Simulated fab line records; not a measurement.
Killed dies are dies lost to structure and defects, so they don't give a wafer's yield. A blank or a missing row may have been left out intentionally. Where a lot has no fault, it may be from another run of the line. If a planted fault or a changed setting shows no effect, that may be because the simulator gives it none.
Which of the tools did it? :: flow nand harc :: Sampling: 24 lots, 72 wafers, 3 of 1159 route steps

WHAT THE GAUGES READ, wafer by wafer
NHARC_A_BLC_CD_MEAS_10: the cd target is 100 nm. Usual: 100.0 nm for cd nm, sd 0.64.
lot: L074
measured: day 17 06:48
on: cd sem-03
cd nm (nm): 100.4 100.7 99.8
flag: 

lot: L077
measured: day 17 14:14
on: cd sem-01
cd nm (nm): 100.2 100.5 100.0
flag: 

lot: L075
measured: day 17 17:49
on: cd sem-02
cd nm (nm): 99.8 100.4 100.1
flag: 

lot: L076
measured: day 17 19:17
on: cd sem-03
cd nm (nm): 100.4 100.7 100.9
flag: 

lot: L078
measured: day 18 10:50
on: cd sem-03
cd nm (nm): 99.7 100.6 100.7
flag: 

lot: L080
measured: day 18 11:34
on: cd sem-03
cd nm (nm): 100.2 101.2 99.9
flag: 

lot: L079
measured: day 18 12:43
on: cd sem-02
cd nm (nm): 101.1 100.4 100.6
flag: 

lot: L081
measured: day 19 00:09
on: cd sem-01
cd nm (nm): 99.0 100.3 100.2
flag: 

lot: L082
measured: day 19 12:51
on: cd sem-02
cd nm (nm): 100.1 100.5 99.4
flag: 

lot: L083
measured: day 19 13:33
on: cd sem-01
cd nm (nm): 100.4 100.3 100.1
flag: 

lot: L087
measured: day 19 17:59
on: cd sem-01
cd nm (nm): 100.5 99.4 100.2
flag: 

lot: L084
measured: day 19 21:52
on: cd sem-02
cd nm (nm): 100.1 99.1 100.3
flag: 

lot: L086
measured: day 20 07:41
on: cd sem-02
cd nm (nm): 98.6 98.7 99.3
flag: 

lot: L085
measured: day 20 08:26
on: cd sem-03
cd nm (nm): 99.2 99.7 99.0
flag: 

lot: L088
measured: day 21 05:20
on: cd sem-01
cd nm (nm): 99.4 99.9 100.5
flag: 

lot: L089
measured: day 21 06:11
on: cd sem-03
cd nm (nm): 99.6 100.1 98.4
flag: 

lot: L092
measured: day 21 12:26
on: cd sem-01
cd nm (nm): 99.1 98.9 100.7
flag: 

lot: L093
measured: day 21 18:49
on: cd sem-01
cd nm (nm): 100.0 98.6 99.4
flag: 

lot: L090
measured: day 21 19:33
on: cd sem-02
cd nm (nm): 100.4 100.9 100.6
flag: 

lot: L091
measured: day 22 03:23
on: cd sem-02
cd nm (nm): 99.8 99.9 101.0
flag: 

lot: L094
measured: day 22 10:50
on: cd sem-01
cd nm (nm): 101.4 99.5 100.6
flag: 

lot: L095
measured: day 22 20:35
on: cd sem-02
cd nm (nm): 99.5 100.1 100.2
flag: 

lot: L096
measured: day 22 21:21
on: cd sem-03
cd nm (nm): 100.1 99.1 98.9
flag: 

lot: L097
measured: day 23 03:24
on: cd sem-02
cd nm (nm): 100.8 101.2 101.5
flag: 

NHARC_A_M0_THK_MEAS_24: measures by xrf. Usual: 113.8 nm for thk nm, sd 1.7.
lot: L074
measured: day 17 18:05
on: film metro-01
thk nm (nm): 111.6 112.5 114.6
flag: 

lot: L077
measured: day 17 21:29
on: film metro-01
thk nm (nm): 111.7 113.4 111.7
flag: 

lot: L075
measured: day 18 04:30
on: film metro-02
thk nm (nm): 112.1 113.4 114.5
flag: 

lot: L076
measured: day 18 05:04
on: film metro-01
thk nm (nm): 115.4 112.2 114.5
flag: 

lot: L078
measured: day 18 17:32
on: film metro-02
thk nm (nm): 111.8 112.3 113.9
flag: 

lot: L080
measured: day 18 22:07
on: film metro-02
thk nm (nm): 113.8 114.7 112.4
flag: 

lot: L079
measured: day 18 22:35
on: film metro-02
thk nm (nm): 113.3 110.2 112.0
flag: 

lot: L081
measured: day 19 09:16
on: film metro-02
thk nm (nm): 114.8 113.8 114.8
flag: 

lot: L082
measured: day 19 19:46
on: film metro-01
thk nm (nm): 110.5 110.1 112.8
flag: 

lot: L083
measured: day 19 20:23
on: film metro-01
thk nm (nm): 112.3 113.3 111.9
flag: 

lot: L087
measured: day 20 00:56
on: film metro-01
thk nm (nm): 112.0 112.5 115.6
flag: 

lot: L084
measured: day 20 05:19
on: film metro-02
thk nm (nm): 113.3 112.2 113.1
flag: 

lot: L086
measured: day 20 17:11
on: film metro-02
thk nm (nm): 116.5 115.8 113.8
flag: 

lot: L085
measured: day 20 17:03
on: film metro-01
thk nm (nm): 112.0 114.0 113.5
flag: 

lot: L088
measured: day 21 16:49
on: film metro-01
thk nm (nm): 115.4 113.8 114.5
flag: 

lot: L089
measured: day 21 17:14
on: film metro-02
thk nm (nm): 113.6 114.7 115.4
flag: 

lot: L092
measured: day 21 22:14
on: film metro-01
thk nm (nm): 112.4 114.0 110.8
flag: 

lot: L093
measured: day 22 06:52
on: film metro-01
thk nm (nm): 114.0 117.0 113.6
flag: 

lot: L090
measured: day 22 07:48
on: film metro-01
thk nm (nm): 115.6 112.5 113.3
flag: 

lot: L091
measured: day 22 13:15
on: film metro-02
thk nm (nm): 115.2 110.4 111.2
flag: 

lot: L094
measured: day 22 17:31
on: film metro-02
thk nm (nm): 116.5 116.7 113.8
flag: 

lot: L095
measured: day 23 07:44
on: film metro-02
thk nm (nm): 114.5 115.5 112.3
flag: 

lot: L096
measured: day 23 08:02
on: film metro-01
thk nm (nm): 116.0 113.5 114.8
flag: 

lot: L097
measured: day 23 11:38
on: film metro-02
thk nm (nm): 113.4 115.9 116.9
flag: 

TOOL THAT RAN EACH LOT (tool first, then ch and the chambers of the sampled wafers, then the start)
lot: L074
NHARC_A_CONTACT_ETCH_134: har cap etch-01 ch 0,1, day 16 22:44

lot: L077
NHARC_A_CONTACT_ETCH_134: har cap etch-01 ch 0,1, day 17 01:04

lot: L075
NHARC_A_CONTACT_ETCH_134: har cap etch-02 ch 0,1, day 17 09:34

lot: L076
NHARC_A_CONTACT_ETCH_134: har cap etch-01 ch 0,1, day 17 11:13

lot: L078
NHARC_A_CONTACT_ETCH_134: har cap etch-01 ch 0, day 18 01:49

lot: L080
NHARC_A_CONTACT_ETCH_134: har cap etch-02 ch 0,1, day 18 07:10

lot: L079
NHARC_A_CONTACT_ETCH_134: har cap etch-01 ch 0,1, day 18 08:31

lot: L081
NHARC_A_CONTACT_ETCH_134: har cap etch-02 ch 0,1, day 18 14:39

lot: L082
NHARC_A_CONTACT_ETCH_134: har cap etch-03 ch 0,1, day 19 05:15

lot: L083
NHARC_A_CONTACT_ETCH_134: har cap etch-03 ch 0,1, day 19 09:10

lot: L087
NHARC_A_CONTACT_ETCH_134: har cap etch-03 ch 0,1, day 19 13:29

lot: L084
NHARC_A_CONTACT_ETCH_134: har cap etch-03 ch 0,1, day 19 17:34

lot: L086
NHARC_A_CONTACT_ETCH_134: har cap etch-01 ch 0,1, day 19 22:12

lot: L085
NHARC_A_CONTACT_ETCH_134: har cap etch-03 ch 0,1, day 19 22:58

lot: L088
NHARC_A_CONTACT_ETCH_134: har cap etch-02 ch 0,1, day 20 22:17

lot: L089
NHARC_A_CONTACT_ETCH_134: har cap etch-02 ch 0,1, day 21 00:38

lot: L092
NHARC_A_CONTACT_ETCH_134: har cap etch-02 ch 0,1, day 21 03:13

lot: L093
NHARC_A_CONTACT_ETCH_134: har cap etch-01 ch 0,1, day 21 10:10

lot: L090
NHARC_A_CONTACT_ETCH_134: har cap etch-02 ch 0,1, day 21 11:53

lot: L091
NHARC_A_CONTACT_ETCH_134: har cap etch-03 ch 0,1, day 21 17:15

lot: L094
NHARC_A_CONTACT_ETCH_134: har cap etch-02 ch 0,1, day 22 04:27

lot: L095
NHARC_A_CONTACT_ETCH_134: har cap etch-03 ch 0,1, day 22 16:24

lot: L096
NHARC_A_CONTACT_ETCH_134: har cap etch-02 ch 0,1, day 22 16:26

lot: L097
NHARC_A_CONTACT_ETCH_134: har cap etch-02 ch 0,1, day 22 19:22
- NHARC_A_CONTACT_ETCH_134: etches the open film in C4F8/O2/Ar, time 140 s, target depth 700 nm.

WHAT THE TOOLS THEMSELVES READ (means of the sampled wafers that have a number; where no wafer has one, the mark that the record gives instead)
NHARC_A_CONTACT_ETCH_134. Usual: 19.999 mTorr for chamber pressure mTorr, sd 0.019.
lot: L074
tool: har cap etch-01
chamber pressure mTorr (mTorr): 20.017
flag: 

lot: L077
tool: har cap etch-01
chamber pressure mTorr (mTorr): 19.990
flag: 

lot: L075
tool: har cap etch-02
chamber pressure mTorr (mTorr): 19.984
flag: 

lot: L076
tool: har cap etch-01
chamber pressure mTorr (mTorr): 19.994
flag: 

lot: L078
tool: har cap etch-01
chamber pressure mTorr (mTorr): 19.995
flag: 

lot: L080
tool: har cap etch-02
chamber pressure mTorr (mTorr): 19.999
flag: 

lot: L079
tool: har cap etch-01
chamber pressure mTorr (mTorr): 19.996
flag: 

lot: L081
tool: har cap etch-02
chamber pressure mTorr (mTorr): 20.000
flag: 

lot: L082
tool: har cap etch-03
chamber pressure mTorr (mTorr): 19.996
flag: 

lot: L083
tool: har cap etch-03
chamber pressure mTorr (mTorr): 20.004
flag: 

lot: L087
tool: har cap etch-03
chamber pressure mTorr (mTorr): 20.006
flag: 

lot: L084
tool: har cap etch-03
chamber pressure mTorr (mTorr): 19.995
flag: 

lot: L086
tool: har cap etch-01
chamber pressure mTorr (mTorr): 20.015
flag: 

lot: L085
tool: har cap etch-03
chamber pressure mTorr (mTorr): 19.989
flag: 

lot: L088
tool: har cap etch-02
chamber pressure mTorr (mTorr): 19.997
flag: 

lot: L089
tool: har cap etch-02
chamber pressure mTorr (mTorr): 19.991
flag: 

lot: L092
tool: har cap etch-02
chamber pressure mTorr (mTorr): 19.989
flag: 

lot: L093
tool: har cap etch-01
chamber pressure mTorr (mTorr): 20.013
flag: 

lot: L090
tool: har cap etch-02
chamber pressure mTorr (mTorr): 19.999
flag: 

lot: L091
tool: har cap etch-03
chamber pressure mTorr (mTorr): 20.010
flag: 

lot: L094
tool: har cap etch-02
chamber pressure mTorr (mTorr): 20.000
flag: 

lot: L095
tool: har cap etch-03
chamber pressure mTorr (mTorr): 20.012
flag: 

lot: L096
tool: har cap etch-02
chamber pressure mTorr (mTorr): 19.997
flag: 

lot: L097
tool: har cap etch-02
chamber pressure mTorr (mTorr): 19.999
flag: 

THE ANSWER, worked out from the rows above alone
Rule: take the mean of a lot's wafers that have a number; if it is more than 3 standard deviations from the usual mean, the lot is off. Also off: a lot with no number at a reading for which 4 or more lots have one. Where the step has rows for the other lots, those lots are counted as sound. The gauges are gone through in route order, then the tools' own readings, and for those a lot's mean is taken as printed above. The first step at which some lot is off is used, and at that step the reading that is off furthest; a lot without a number counts as furthest.
Across all readings shown, no lot is off: no conclusion can be drawn from this.

WHAT HAD BEEN PUT IN BY THE SIMULATOR
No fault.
